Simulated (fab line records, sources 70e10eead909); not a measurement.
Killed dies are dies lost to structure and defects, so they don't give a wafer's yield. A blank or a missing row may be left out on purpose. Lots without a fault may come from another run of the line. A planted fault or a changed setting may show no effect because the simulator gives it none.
Chamber matching | flow nand_harc | NHARC_A_CONTACT_ETCH_48 on rie_diel-12: 4 sister chambers
The step etches the open film in CF4, target depth 39 nm, time 65 s. 8 wafers are shown with their chamber, then 11 later ones without.

WAFERS WITH THEIR CHAMBER
wafer  | chamber | drypump_motor_current_A (A) | rf_vpp_V (V)
L075.4 | 0       | 5.5                         | 151.2
L086.1 | 1       | 4.7                         | 152.3
L089.1 | 0       | 5.5                         | 150.5
L089.3 | 3       | 6.1                         | 149.3
L092.3 | 3       | 6.2                         | 148.8
L092.4 | 2       | 5.1                         | 151.6
L092.6 | 1       | 4.7                         | 152.5
L091.2 | 2       | 5.2                         | 150.4

WAFERS WITHOUT THEIR CHAMBER
wafer  | drypump_motor_current_A (A) | rf_vpp_V (V)
L091.3 | 5.5                         | 150.8
L091.4 | 6.2                         | 151.3
L093.1 | 5.5                         | 151.4
L093.3 | 5.1                         | 151.2
L093.6 | 5.2                         | 150.9
L095.1 | 4.7                         | 152.3
L095.2 | 5.5                         | 151.8
L095.4 | 6.2                         | 150.1
L096.1 | 5.2                         | 151.5
L096.3 | 5.5                         | 151.0
L096.5 | 4.7                         | 152.4

WHICH CHAMBER EACH WENT THROUGH
wafer  | from the rows above | in truth
L091.3 | 0                   | 0
L091.4 | 3                   | 3
L093.1 | 0                   | 0
L093.3 | 2                   | 2
L093.6 | 2                   | 2
L095.1 | 1                   | 1
L095.2 | 0                   | 0
L095.4 | 3                   | 3
L096.1 | 2                   | 2
L096.3 | 0                   | 0
L096.5 | 1                   | 1
Placed correctly: 11 of 11. Can't be placed from these rows: 0. Placed wrongly: 0.
How it was worked out, from the rows above alone: a wafer's distance from a chamber is the root of the sum, over the readings, of the square of ((its reading less the chamber's mean) divided by the reading's scatter). The wafer belongs to the nearest chamber; if the next one is less than 2 further off, it can't be placed. A chamber's mean is the mean of its shown wafers. The scatter: the root of (the sum of the squares of (reading less its chamber's mean) over the shown wafers, divided by (wafers less chambers)).
